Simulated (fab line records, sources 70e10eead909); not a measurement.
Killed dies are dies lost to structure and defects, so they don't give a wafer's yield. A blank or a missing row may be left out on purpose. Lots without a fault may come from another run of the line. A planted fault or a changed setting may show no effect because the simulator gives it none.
Problem report in the 8D (eight disciplines) form, filled by code | flow nand_harc | the parts of the form that need people (team, actions taken, sign-off) are left out

1. THE PROBLEM
run_length_s at NHARC_A_CHANNEL_HOLE_D1_ETCH_38 reads a mean of 67.7 s on 4 wafers of 3 lots; wafers without a fault read 86.4 s with a standard deviation of 0.41. That is -46 standard deviations from the usual mean.
The step: etches the open film in CF4, target depth 39 nm, time 65 s.
First seen on wafer L185.4, day 13 21:11, on rie_diel-05. The record holds 44 wafers of 15 lots with a number at this step. Rule for "out", or "out of limits": more than 4 standard deviations from the usual mean. The other wafers with a number count as sound.

2. WHAT IT IS AND WHAT IT IS NOT
question                    | is                             | is not
which readings at this step | run_length_s                   | drypump_motor_current_A, oes_product_au, rf_vpp_V, showerhead_plenum_p_Torr, throttle_valve_pct
which lots                  | L185, L186, L190               | L173, L177, L178, L179, L180, L181, L182, L183, L184, L189, L195, L196
which wafers of those lots  | L185.4, L185.5, L186.5, L190.5 | L185.3, L186.1, L186.2, L190.1
read on which tools         | rie_diel-05                    | rie_diel-03, rie_diel-07
when                        | from day 13 21:11              | up to then (28 sound wafers); but 12 sound wafers of L186, L189, L190, L195, L196 came after

3. SUSPECTS, AND WHAT RULES EACH OUT
Counting: a tool at a process step up to the reading stays a suspect if it ran every lot that is out. Sound lots after the first of them don't rule it out here, since some wafers of a struck lot are sound.
- rie_diel-05 at NHARC_A_CHANNEL_HOLE_D1_ETCH_38 (etches the open film in CF4, target depth 39 nm, time 65 s): kept. It ran every lot that is out, first L185 (day 13 21:11); its last sound lot up to then is L184 (day 13 09:40). Its own readings are out on those wafers: run_length_s.
Left after counting: rie_diel-05 at NHARC_A_CHANNEL_HOLE_D1_ETCH_38.

4. THE CAUSE (what the simulator had put in)
Process parameter drift: rie_diel-05, from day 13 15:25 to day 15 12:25, at NHARC_A_CHANNEL_HOLE_D1_ETCH_38. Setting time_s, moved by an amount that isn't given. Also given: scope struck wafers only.
Counting left only this tool.

5. THE CHAIN OF EFFECTS, in route order
Each row: a reading whose mean over the struck wafers that have a number lies more than 3 standard deviations from the usual. Only readings for which the record gives a usual standard deviation are gone through. hours: the time from each lot's start at the first step in this table that gives one to its start at this step, as a median over the lots. sigmas: the change in usual standard deviations.
hours | step                            | reading      | usual  | on struck wafers | change | sigmas
0     | NHARC_A_CHANNEL_HOLE_D1_ETCH_38 | run_length_s | 86.4 s | 67.7             | -18.7  | -46
The process steps in it:
- NHARC_A_CHANNEL_HOLE_D1_ETCH_38: etches the open film in CF4, target depth 39 nm, time 65 s.

6. WHAT WOULD HAVE CAUGHT IT SOONER
In this record the first reading out of limits was taken at day 13 21:11, 6 hours after the fault began at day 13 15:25.
